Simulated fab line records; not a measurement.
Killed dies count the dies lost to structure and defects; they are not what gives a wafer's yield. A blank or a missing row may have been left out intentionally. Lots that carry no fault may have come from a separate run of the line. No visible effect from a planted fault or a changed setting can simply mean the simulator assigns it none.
The tool behind it: which one? + flow nandHarc + at 1 step of a route of 1159, 24 lots with 72 wafers sampled

== WHAT THE GAUGES SHOWED, per wafer ==
NHARC_P_M1_CD_MEAS_16. Usual: cdNm at 129.9 nm, with a standard deviation of 0.59.
| lot  | measured     | on       | cdNm (nm)         | flag |
|------|--------------|----------|-------------------|------|
| L075 | day 6 10:17  | cdSem-02 | 130.4 130.0 130.0 |      |
| L074 | day 6 12:00  | cdSem-03 | 130.0 129.5 128.6 |      |
| L077 | day 6 20:01  | cdSem-02 | 130.0 129.1 129.5 |      |
| L076 | day 6 20:46  | cdSem-02 | 130.2 128.9 129.7 |      |
| L078 | day 6 20:47  | cdSem-01 | 129.6 130.3 129.6 |      |
| L079 | day 7 07:33  | cdSem-01 | 130.5 130.0 130.7 |      |
| L080 | day 7 15:20  | cdSem-03 | 129.2 130.3 129.4 |      |
| L081 | day 7 15:54  | cdSem-01 | 130.6 130.6 130.0 |      |
| L082 | day 8 03:37  | cdSem-01 | 128.5 128.5 129.2 |      |
| L084 | day 8 10:10  | cdSem-01 | 131.3 130.2 130.9 |      |
| L083 | day 8 21:04  | cdSem-03 | 129.1 129.3 129.5 |      |
| L088 | day 9 07:16  | cdSem-03 | 130.3 129.1 129.7 |      |
| L087 | day 9 07:22  | cdSem-01 | 129.7 130.2 130.0 |      |
| L086 | day 9 07:41  | cdSem-03 | 130.1 130.0 128.9 |      |
| L085 | day 9 08:24  | cdSem-01 | 129.2 129.5 129.6 |      |
| L089 | day 10 06:05 | cdSem-02 | 129.7 130.1 129.8 |      |
| L090 | day 10 06:49 | cdSem-03 | 129.6 130.0 129.9 |      |
| L091 | day 10 07:17 | cdSem-01 | 129.7 130.1 130.3 |      |
| L093 | day 10 14:05 | cdSem-01 | 129.9 131.0 129.6 |      |
| L092 | day 10 15:06 | cdSem-02 | 129.8 130.3 130.4 |      |
| L094 | day 10 22:25 | cdSem-01 | 129.6 129.8 130.1 |      |
| L095 | day 11 03:28 | cdSem-01 | 130.3 130.2 130.4 |      |
| L096 | day 11 13:22 | cdSem-03 | 129.9 129.4 130.4 |      |
| L097 | day 11 17:14 | cdSem-03 | 130.6 130.5 130.8 |      |

== EACH LOT AND THE TOOL THAT RAN IT (in order: tool; ch and the chambers of the sampled wafers; start) ==
Record: no process step prior to these readings.

== WHAT THE TOOLS THEMSELVES READ (means of the sampled wafers that have a number; where no wafer has one, the mark that the record gives instead) ==
The record holds no such reading with a usual standard deviation.

== THE ANSWER, worked out from the rows above alone ==
Rule: a lot is off if the mean of its wafers that have a number lies more than 3 standard deviations from the usual mean. Also off: a lot with no number at a reading for which 4 or more lots have one. Any other lot the step has rows for is counted as sound. First the gauges in route order, then the tools' own readings, where a lot's mean is used as printed above. At the first step where some lot is off, the reading lying furthest off is the one used; lots without a number count as furthest.
No lot is off at any reading shown: from this, nothing can be told.

== WHAT THE SIMULATOR HAD PUT IN ==
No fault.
